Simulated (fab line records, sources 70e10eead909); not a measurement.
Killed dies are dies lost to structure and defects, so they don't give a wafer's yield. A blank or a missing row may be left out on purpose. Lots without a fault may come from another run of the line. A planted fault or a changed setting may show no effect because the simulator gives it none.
fab line records | flow nand_harc
record lots=6 wafers=18 last_day=24
route steps=1159 shown P_M1@287 END@1159
lots that met no fault: from a run of the same line without faults
start_h: hours from the record's first day to the start of the lot's first wafer shown | wait_h: hours since the lot's step before | " the same as in the row above | L1.1+2: a row that stands for several wafers | - no value, or no start given | * or withheld: withheld | < > ~ a bound
route shown NAME@n: a module of which the file shows steps, and the number in the route of the first | usual: mean/standard deviation of fault-free wafers | same: alike in all rows | chamber/n: place in a boat | sites: the reading at each site | _std_site: their standard deviation | _edge_site: outer sites' mean less inner sites' | radius_mm: how far each site lies from the wafer's centre | mask NAME#n: copy n | behind: the tool/chamber that last shaped the wafer | hold: why the lot was held/for how many hours/how that ended | device: the transistor (n, p or np) that didn't switch | end of line: the same wafers' tests at the end of the route | a step without rows: its recipe alone | killed: dies lost to structure and defects at the first sort, not the wafer's yield | map: a wafer's dies, x killed, . not, _ none there
set.NAME: the setting as run; set.NAME@STEP: as run at that earlier step | model.NAME: the simulator's own value behind a step, which no gauge read
lots at some steps of the route; a table a step, a row a wafer
services: from which hour (start_h, from the record's first day; less than 0 if before it) a tool's chamber was out of use, for how many hours, and why
## steps
# step NHARC_P_M1_HMDS_02
# recipe time_s=30
# step NHARC_P_M1_COAT_34
# recipe temp_c=200 time_s=65
# step NHARC_P_M1_COAT_03
# recipe spin_rpm=1500 resist_thk_nm=90
# step NHARC_P_M1_SOFTBAKE_04
# recipe temp_c=105 time_s=55
# step NHARC_P_M1_EBR_05
# step NHARC_P_M1_EXPOSE_06
# recipe na=1.35 target_cd_nm=130 dose_mj=81.88 mask_id=P_M1
# step NHARC_P_M1_PEB_07
# recipe peb_temp_c=100 peb_time_s=65
# step NHARC_P_M1_DEVELOP_08
# recipe develop_time_s=35 dev_temp_c=23
# step NHARC_P_M1_CD_MEAS_09
# recipe target_cd_nm=130 landing_energy_ev=500
# usual cd_nm=130.1/0.6
# same landing_energy_ev=500
# columns lot.wafer tool chamber start_h wait_h cd_nm
L646.2 cd_sem-03 0 115.14 - 132.1
L646.4 " 0 " " 130.8
L646.6 " 0 " " 131.1
L647.1 cd_sem-03 0 128.95 - 130.5
L647.4 " 0 " " 130.8
L647.5 " 0 " " 130.9
L656.1 cd_sem-02 0 181.17 - 131.0
L656.4 " 0 " " 130.2
L656.5 " 0 " " 130.3
L658.1 cd_sem-01 0 194.34 - 130.5
L658.3 " 0 " " 130.2
L658.6 " 0 " " 130.2
L662.3 cd_sem-01 0 218.18 - 130.2
L662.5 " 0 " " 130.0
L662.6 " 0 " " 130.4
L668.2 cd_sem-03 0 250.44 - 130.1
L668.3 " 0 " " 129.7
L668.6 " 0 " " 129.6
# step NHARC_P_M1_OVL_MEAS_10
# recipe pitch_nm=260
# usual overlay_x_nm=0.1/0.69 overlay_y_nm=0.0/0.81
# columns lot.wafer tool chamber start_h wait_h overlay_x_nm overlay_y_nm
L646.2 overlay-01 - 115.23 - 0.7 1.9
L646.4 " - " " 0.5 0.6
L646.6 " - " " 0.5 1.4
L647.1 overlay-01 - 129.04 - -1.0 -0.2
L647.4 " - " " -0.4 0.0
L647.5 " - " " 0.1 0.0
L656.1 overlay-01 - 181.26 - 1.1 0.6
L656.4 " - " " 0.7 -0.6
L656.5 " - " " 0.9 0.4
L658.1 overlay-01 - 194.42 - -0.2 0.7
L658.3 " - " " -0.2 0.6
L658.6 " - " " 0.1 0.5
L662.3 overlay-02 - 218.27 - 0.2 -0.1
L662.5 " - " " 0.6 -0.3
L662.6 " - " " -0.4 -0.2
L668.2 overlay-01 - 250.53 - 0.8 0.2
L668.3 " - " " 1.0 0.1
L668.6 " - " " 0.7 -0.3
# step NHARC_P_M1_INSPECT_11
# usual raw_defect_count=4.2/2.4
# columns lot.wafer tool chamber start_h wait_h raw_defect_count
L646.2 defect_inspect-01 - 115.27 0.0 0
L646.4 " - " " 4
L646.6 " - " " 5
L647.1 defect_inspect-02 - 129.07 0.0 3
L647.4 " - " " 1
L647.5 " - " " 4
L656.1 defect_inspect-01 - 181.29 0.0 7
L656.4 " - " " 4
L656.5 " - " " 1
L658.1 defect_inspect-01 - 194.46 0.0 9
L658.3 " - " " 1
L658.6 " - " " 8
L662.3 defect_inspect-02 - 218.30 0.0 2
L662.5 " - " " 4
L662.6 " - " " 5
L668.2 defect_inspect-01 - 250.57 0.0 2
L668.3 " - " " 2
L668.6 " - " " 6
# step NHARC_P_M1_DESCUM_14
# recipe time_s=3 o2_flow_sccm=200 ar_flow_sccm=0 bias_power_w=0 chemistry=O2
# usual drypump_motor_current_A=5.6/0.45 mfc_ar_sccm=0.007/0.0053 oes_product_au=0.999/0.0068 rf_vpp_V=57.9/0.9 showerhead_plenum_p_Torr=1.93/0.074 throttle_valve_pct=11.312/0.0089
# columns lot.wafer tool chamber start_h wait_h drypump_motor_current_A mfc_ar_sccm oes_product_au rf_hours_counter_h rf_vpp_V showerhead_plenum_p_Torr throttle_valve_pct
L646.4 rie_diel-12 1 115.33 0.1 5.6 0.010 0.994 4 56.6 1.84 11.316
L646.2 " 2 " " 5.9 0 0.989 4 58.2 2.06 11.321
L646.6 " 1 " " 5.6 0.010 1.000 - 57.5 1.84 11.327
L647.4 rie_diel-12 1 129.14 0.1 5.6 0.010 0.997 5 58.7 1.84 11.313
L647.1 " 2 " " 5.9 0 1.000 6 58.3 2.06 11.312
L647.5 " 1 " " 5.6 0.010 1.000 - 59.8 1.84 11.318
L656.4 rie_diel-08 2 181.36 0.1 5.2 0.016 0.995 1 56.4 1.93 11.301
L656.1 " 0 " " 5.2 0.006 0.994 1 57.8 2.02 11.321
L656.5 " 2 " " 5.2 0.016 0.991 - 58.6 1.93 11.319
L658.1 rie_diel-08 3 194.52 0.1 6.1 0.008 1.004 2 58.0 1.97 11.317
L658.3 " 1 " " 5.1 0.012 1.002 2 57.9 1.96 11.328
L658.6 " 0 " " 5.2 0.006 0.993 - 58.0 2.02 11.305
L662.3 rie_diel-04 3 218.39 0.1 6.2 0 0.983 7 57.7 1.81 11.315
L662.5 " 0 " " 5.1 0 1.002 - 58.2 1.95 11.313
L662.6 " 1 " " 6.4 0.007 0.995 - 59.1 1.83 11.309
L668.3 rie_diel-04 1 250.63 0.1 6.4 0.007 1.001 11 57.5 1.83 11.323
L668.2 " 2 " " 5.0 0.011 0.998 11 58.2 1.85 11.294
L668.6 " 2 " " 5.0 0.011 1.004 - 57.3 1.85 11.311
# step NHARC_P_M1_ETCH_35
# recipe target_depth_a=400 overetch_a=120 time_s=43.94 ion_energy_ev=200 n2_flow_sccm=150 h2_flow_sccm=150 ar_flow_sccm=0 rf_w=400 bias_w=150 chemistry=N2/H2
# usual drypump_motor_current_A=5.7/0.45 h2_flow_sccm=150.0/0.41 mfc_ar_sccm=0.007/0.0054 oes_product_au=1.000/0.007 rf_vpp_V=431.0/2.2 showerhead_plenum_p_Torr=2.06/0.082 throttle_valve_pct=14.171/0.0089
# columns lot.wafer tool chamber start_h wait_h drypump_motor_current_A h2_flow_sccm mfc_ar_sccm oes_product_au rf_hours_counter_h rf_vpp_V showerhead_plenum_p_Torr throttle_valve_pct
L646.4 rie_diel-12 3 115.42 0.1 5.9 149.7 0.003 1.002 5 429.8 2.01 14.174
L646.2 " 0 " " 6.2 149.3 0 1.013 4 431.0 2.06 14.161
L646.6 " 3 " " 5.9 149.9 0.003 0.995 - 429.8 2.01 14.168
L647.4 rie_diel-12 2 129.22 0.1 5.9 150.1 0 0.990 6 434.4 2.20 14.160
L647.1 " 0 " " 6.1 150.2 0 1.015 5 432.6 2.06 14.178
L647.5 " 2 " " 5.9 150.0 0 1.003 - 433.8 2.20 14.191
L656.1 rie_diel-08 1 181.44 0.1 5.2 150.3 0.012 1.015 1 431.1 2.09 14.164
L656.4 " 3 " " 6.1 149.5 0.008 0.814 1 431.2 2.10 14.166
L656.5 " 2 " " 5.2 150.0 0.016 1.006 - 430.5 2.06 14.185
L658.1 rie_diel-08 3 194.61 0.1 6.1 149.0 0.008 1.007 2 433.6 2.10 14.162
L658.3 " 0 " " 5.2 149.8 0.006 0.813 2 433.0 2.16 14.165
L658.6 " 3 " " 6.1 149.8 0.008 0.990 - 431.0 2.10 14.169
L662.3 rie_diel-04 1 218.46 0.1 6.4 149.4 0.007 0.998 8 428.6 1.95 14.177
L662.5 " 2 " " 5.0 150.5 0.011 0.992 - 428.5 1.97 14.174
L662.6 " 3 " " 6.2 149.8 0 0.999 - 430.0 1.92 14.182
L668.2 rie_diel-04 0 250.71 0.1 5.1 149.7 0 0.993 8 431.4 2.08 14.184
L668.3 " 1 " " 6.4 150.4 0.007 0.987 11 430.1 1.95 14.169
L668.6 " 0 " " 5.1 149.6 0 1.006 - 430.9 2.08 14.167
# step NHARC_P_M1_ETCH_15
# recipe target_depth_a=1825 time_s=91.2 c4f8_flow_sccm=withheld ar_flow_sccm=400 rf_w=600 bias_w=300 chemistry=C4F8/Ar
# usual oes_product_au=0.956/0.02 rf_vpp_V=441.3/2.4
# columns lot.wafer tool chamber start_h wait_h oes_product_au rf_hours_counter_h rf_vpp_V
L646.2 rie_diel-12 3 - - 0.964 5 441.0
L646.4 " 1 " " 0.964 4 438.1
L646.6 " 3 " " 0.970 - 439.4
L647.4 rie_diel-12 2 - - 0.926 6 445.0
L647.1 " 0 " " 0.930 5 441.1
L647.5 " 2 " " 0.923 - 445.5
L656.1 rie_diel-08 3 - - 0.973 1 442.3
L656.4 " 0 " " 0.971 1 442.8
L656.5 " 2 " " 0.959 - 441.4
L658.3 rie_diel-08 0 - - 0.952 2 444.0
L658.1 " 1 " " 0.975 2 442.4
L658.6 " 0 " " 0.956 - 445.0
L662.3 rie_diel-04 0 - - 0.963 5 442.9
L662.6 " 1 " " 0.948 - 438.8
L662.5 " 2 " " 0.977 - 438.4
L668.2 rie_diel-04 1 - - 0.923 12 438.3
L668.3 " 0 " " 0.974 8 443.1
L668.6 " 1 " " 0.914 - 439.2
# step NHARC_END_SORT_01
# recipe temp_c=25
# usual defect_limited_yield=95.2/1.6 killed_at_array=28/11 killed_at_other=0.8/1.3 killed_at_periphery=3.6/2.5 killed_dies=32/11 killed_open=3.0/1.8 killed_short=2.0/1.5 sort_bin_2_pct=1.5/0.66 sort_bin_3_pct=0.25/0.23 sort_bin_4_pct=3.0/1.1 sort_n_pass=645/11 sort_rim_yield_pct=96.0/2.9 sort_yield_pct=95.2/1.6
# same gross_dies=677 sort_bin_5_pct[%]=0 sort_bin_6_pct[%]=0 sort_bin_7_pct[%]=0 sort_bin_8_pct[%]=0 sort_rim_n_gross=106.00
# columns lot.wafer tool chamber start_h wait_h defect_limited_yield[%] killed_at_array killed_at_other killed_at_periphery killed_dies killed_open killed_short sort_bin_2_pct[%] sort_bin_3_pct[%] sort_bin_4_pct[%] sort_n_pass sort_rim_yield_pct[%] sort_yield_pct[%]
L658.1 prober-01 0 516.52 2.5 94.4 27 0 11 38 2 3 2.1 1.03 2.5 639 95.3 94.4
L658.3 prober-01 0 518.14 3.1 95.3 30 2 0 32 0 3 1.9 0.15 2.7 645 96.2 95.3
L658.6 prober-01 0 520.58 4.1 96.3 21 0 4 25 5 1 1.2 0.15 2.4 652 96.2 96.3
# killed by level:class
L658.1 A_CHANNEL_HOLE_D1:chamber_film_flake=17 P_CONTACT:chamber_film_flake=6 A_M1:chamber_film_flake=4 A_STAIRCASE:chamber_film_flake=2 A_CONTACT:chamber_film_flake=2 P_GATE:geometric_particle:open=1 P_M0:geometric_particle:short=1 P_M1:geometric_particle:short=1
L658.3 A_CHANNEL_HOLE_D1:chamber_film_flake=20 A_STAIRCASE:chamber_film_flake=4 A_M1:chamber_film_flake=2 HYBRID_BOND:latent=2 A_SOURCE_PLATE:geometric_particle:short=1 A_ONON_D1:geometric_particle:short=1 A_WL_FILL:geometric_particle:short=1 A_CONTACT:chamber_film_flake=1
L658.6 A_CHANNEL_HOLE_D1:chamber_film_flake=5 P_CONTACT:chamber_film_flake=4 A_STAIRCASE:chamber_film_flake=4 A_CONTACT:geometric_particle:open=3 A_M1:chamber_film_flake=3 A_ONON_D1:geometric_particle:open=2 A_CONTACT:chamber_film_flake=2 A_M0:geometric_particle:short=1
## services
# columns tool chamber start_h hours kind
rie_diel-04 0 100.32 3.8 repair
rie_diel-08 0 103.80 - clean
rie_diel-08 1 103.80 - clean
rie_diel-08 2 103.80 - clean
rie_diel-08 3 103.80 - clean
rie_diel-08 0 107.03 5.1 repair
rie_diel-12 0 107.90 - clean
rie_diel-12 1 107.90 - clean
rie_diel-12 2 107.90 - clean
rie_diel-12 3 107.90 - clean
rie_diel-04 1 112.25 9.0 vent_cycle
rie_diel-04 2 112.25 9.0 vent_cycle
rie_diel-04 3 112.25 9.0 vent_cycle
rie_diel-04 0 121.25 - clean
rie_diel-04 1 121.25 - clean
rie_diel-04 2 121.25 - clean
rie_diel-04 3 121.25 - clean
rie_diel-08 - 124.80 9.0 pm
rie_diel-04 0 136.29 22.1 repair
rie_diel-04 2 168.41 2.5 repair
rie_diel-12 - 202.40 9.0 pm
rie_diel-12 0 231.48 9.0 repair
rie_diel-12 3 240.93 16.4 repair
rie_diel-12 1 242.28 2.0 repair
## key
first_sign step=NHARC_P_M1_ETCH_35 reading=oes_product_au direction=down sigmas=27 usual=1.000 struck=0.813
effect none on later readings
met_at NHARC_P_M1_ETCH_35
struck_wafers L656.4,L658.3
fault kind=process_parameter_drift tool=rie_diel-08 chamber=- onset_h=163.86 steps=NHARC_P_M1_ETCH_35 channel=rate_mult offset=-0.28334 shape=step end_h=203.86 scope=struck_wafers_only
